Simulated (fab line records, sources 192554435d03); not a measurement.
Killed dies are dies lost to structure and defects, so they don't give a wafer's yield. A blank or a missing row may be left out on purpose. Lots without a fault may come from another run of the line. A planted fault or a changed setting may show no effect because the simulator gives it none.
Which tool did it? | flow n5_finfet | 24 lots, 72 wafers sampled, at 2 steps of a route of 1938

WHAT THE GAUGES READ, wafer by wafer
N5_HKMG_FIN_CD_MEAS_49: target cd 202 nm. Usual: cd_nm 202.2 nm, standard deviation 0.71.
lot  | measured    | on        | cd_nm (nm)        | flag
L074 | day 3 21:19 | cd_sem-01 | 202.2 202.9 202.2 |
L075 | day 4 07:18 | cd_sem-02 | 200.8 201.9 201.6 |
L076 | day 4 21:20 | cd_sem-02 | 203.7 202.4 203.0 |
L077 | day 5 03:17 | cd_sem-03 | 201.7 200.8 200.5 |
L078 | day 5 05:32 | cd_sem-03 | 201.0 202.0 202.6 |
L079 | day 5 11:46 | cd_sem-03 | 201.0 203.4 203.1 |
L080 | day 5 14:04 | cd_sem-02 | 202.9 202.9 202.8 |
L081 | day 5 22:14 | cd_sem-03 | 202.6 203.3 202.2 |
L082 | day 5 23:41 | cd_sem-03 | 202.7 203.0 202.9 |
L083 | day 6 08:32 | cd_sem-02 | 201.5 202.5 202.2 |
L084 | day 6 13:27 | cd_sem-01 | 202.1 201.5 202.8 |
L085 | day 6 20:52 | cd_sem-03 | 202.4 201.9 201.8 |
L086 | day 7 01:25 | cd_sem-01 | 201.9 201.6 201.1 |
L087 | day 7 08:26 | cd_sem-03 | 202.3 202.6 201.5 |
L088 | day 7 14:08 | cd_sem-02 | 201.9 203.0 202.8 |
L089 | day 7 19:40 | cd_sem-02 | 203.2 202.9 201.3 |
L090 | day 8 01:25 | cd_sem-02 | 201.0 202.3 202.3 |
L091 | day 8 07:00 | cd_sem-01 | 202.3 202.6 202.5 |
L092 | day 8 16:52 | cd_sem-03 | 202.9 202.9 202.5 |
L093 | day 8 20:09 | cd_sem-02 | 202.1 201.8 201.4 |
L094 | day 9 00:55 | cd_sem-02 | 202.8 203.2 201.7 |
L095 | day 9 06:55 | cd_sem-03 | 201.7 201.1 200.9 |
L096 | day 9 15:42 | cd_sem-01 | 200.9 203.0 202.7 |
L097 | day 9 19:50 | cd_sem-01 | 201.2 202.2 202.5 |

WHICH TOOL RAN EACH LOT (tool, then ch and the chambers of the sampled wafers, then the start)
lot  | N5_HKMG_FIN_ALD_75
L074 | ald_hk-02 ch 1,2, day 3 20:54
L075 | ald_hk-03 ch 0,2,3, day 4 06:50
L076 | ald_hk-03 ch 0,2,3, day 4 21:00
L077 | ald_hk-01 ch 0,2,3, day 5 02:49
L078 | ald_hk-02 ch 1,2,3, day 5 05:11
L079 | ald_hk-01 ch 0,1,2, day 5 11:17
L080 | ald_hk-01 ch 1,2,3, day 5 13:44
L081 | ald_hk-03 ch 1,2,3, day 5 21:54
L082 | ald_hk-01 ch 1,2, day 5 23:21
L083 | ald_hk-03 ch 0,3, day 6 08:05
L084 | ald_hk-03 ch 0,1, day 6 12:59
L085 | ald_hk-03 ch 0,1,2, day 6 20:23
L086 | ald_hk-01 ch 0,1,3, day 7 00:56
L087 | ald_hk-02 ch 2,3, day 7 07:53
L088 | ald_hk-01 ch 0,1,3, day 7 13:40
L089 | ald_hk-01 ch 0,2,3, day 7 19:12
L090 | ald_hk-01 ch 0,1,2, day 8 00:56
L091 | ald_hk-02 ch 1,2, day 8 06:40
L092 | ald_hk-02 ch 0,2,3, day 8 16:24
L093 | ald_hk-03 ch 1,2, day 8 19:41
L094 | ald_hk-03 ch 1,3, day 9 00:28
L095 | ald_hk-03 ch 1,2, day 9 06:27
L096 | ald_hk-02 ch 1,2,3, day 9 15:14
L097 | ald_hk-03 ch 0,1,2, day 9 19:22
- N5_HKMG_FIN_ALD_75: deposits Al2O3, target thk 1 nm, co reactant pulse time 1 s.

WHAT THE TOOLS THEMSELVES READ (means of the sampled wafers that have a number; where no wafer has one, the mark that the record gives instead)
N5_HKMG_FIN_ALD_75. Usual: heater_power_w 152 W, standard deviation 23; precursor_pulse_height_rel 0.998, standard deviation 0.019.
lot  | tool      | heater_power_w (W) | precursor_pulse_height_rel | flag
L074 | ald_hk-02 | 139                | 1.023                      |
L075 | ald_hk-03 | 181                | 1.003                      |
L076 | ald_hk-03 | 181                | 0.988                      |
L077 | ald_hk-01 | 150                | 0.998                      |
L078 | ald_hk-02 | 139                | 0.987                      |
L079 | ald_hk-01 | 140                | 0.991                      |
L080 | ald_hk-01 | 143                | 0.965                      |
L081 | ald_hk-03 | 166                | 1.006                      |
L082 | ald_hk-01 | 137                | 0.973                      |
L083 | ald_hk-03 | 191                | 0.991                      |
L084 | ald_hk-03 | 149                | 1.015                      |
L085 | ald_hk-03 | 152                | 1.003                      |
L086 | ald_hk-01 | 149                | 0.986                      |
L087 | ald_hk-02 | 134                | 1.005                      |
L088 | ald_hk-01 | 150                | 1.004                      |
L089 | ald_hk-01 | 150                | 1.005                      |
L090 | ald_hk-01 | 141                | 0.994                      |
L091 | ald_hk-02 | 145                | 1.009                      |
L092 | ald_hk-02 | 139                | 0.994                      |
L093 | ald_hk-03 | 136                | 1.012                      |
L094 | ald_hk-03 | 146                | 1.005                      |
L095 | ald_hk-03 | 154                | 0.999                      |
L096 | ald_hk-02 | 141                | 1.005                      |
L097 | ald_hk-03 | 152                | 0.989                      |

THE ANSWER, worked out from the rows above alone
Rule: a lot is off if the mean of its wafers that have a number lies more than 3 standard deviations from the usual mean. A lot without any number at a reading at which 4 lots or more have one is off too. The other lots that the step has rows for count as sound. The gauges are gone through in route order, then the tools' own readings, and for those a lot's mean is taken as printed above. The first step at which some lot is off is used, and at that step the reading that is off furthest; a lot without a number counts as furthest.
No lot is off at any reading shown: from this, nothing can be told.

WHAT THE SIMULATOR HAD PUT IN
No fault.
